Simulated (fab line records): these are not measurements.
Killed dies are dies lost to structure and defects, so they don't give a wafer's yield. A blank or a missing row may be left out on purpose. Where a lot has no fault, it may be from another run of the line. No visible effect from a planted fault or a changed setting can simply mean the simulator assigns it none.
Chamber matching -- flow nandHarc -- NHARC_A_STAIRCASE_CMP_472 on cmp-02: 4 sister chambers
The step polishes SiO2. 4 wafers are shown with their chamber, then 10 later ones without.

== WAFERS WITH THEIR CHAMBER ==
wafer,chamber,motorCurrentA (A)
L083.6,3,12.2
L086.6,1,10.1
L087.2,2,12.0
L087.5,0,11.1

== WAFERS MISSING THEIR CHAMBER ==
wafer,motorCurrentA (A)
L087.6,10.1
L089.1,13.0
L089.3,10.9
L089.5,10.5
L090.3,13.8
L090.4,9.9
L090.6,11.0
L095.1,11.6
L095.2,10.4
L095.3,10.2

== WHICH CHAMBER EACH WENT THROUGH ==
wafer,from the rows above,in truth
L087.6,can't be placed: 1 or 0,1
L089.1,can't be placed: 3 or 2 or 0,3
L089.3,can't be placed: 0 or 1 or 2 or 3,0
L089.5,can't be placed: 1 or 0 or 2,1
L090.3,can't be placed: 3 or 2 or 0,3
L090.4,can't be placed: 1 or 0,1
L090.6,can't be placed: 0 or 1 or 2 or 3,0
L095.1,can't be placed: 2 or 0 or 3 or 1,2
L095.2,can't be placed: 1 or 0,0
L095.3,can't be placed: 1 or 0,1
Correctly placed: 0 of 10. Unplaceable from these rows: 10, with the true chamber sitting among the candidates in 10. 0 placed wrongly.
How it was worked out, from the rows above alone: a wafer's distance from a chamber is the root of the sum, over the readings, of the square of ((its reading less the chamber's mean) divided by the reading's scatter). If the next closest chamber is less than 2 further off than the closest, the wafer can't be placed; otherwise it belongs to the closest. The mean given for a chamber averages the wafers shown for that chamber. The scatter: with one shown wafer a chamber, the root of the mean of the squares of how far each hidden wafer lies from its nearest shown one.
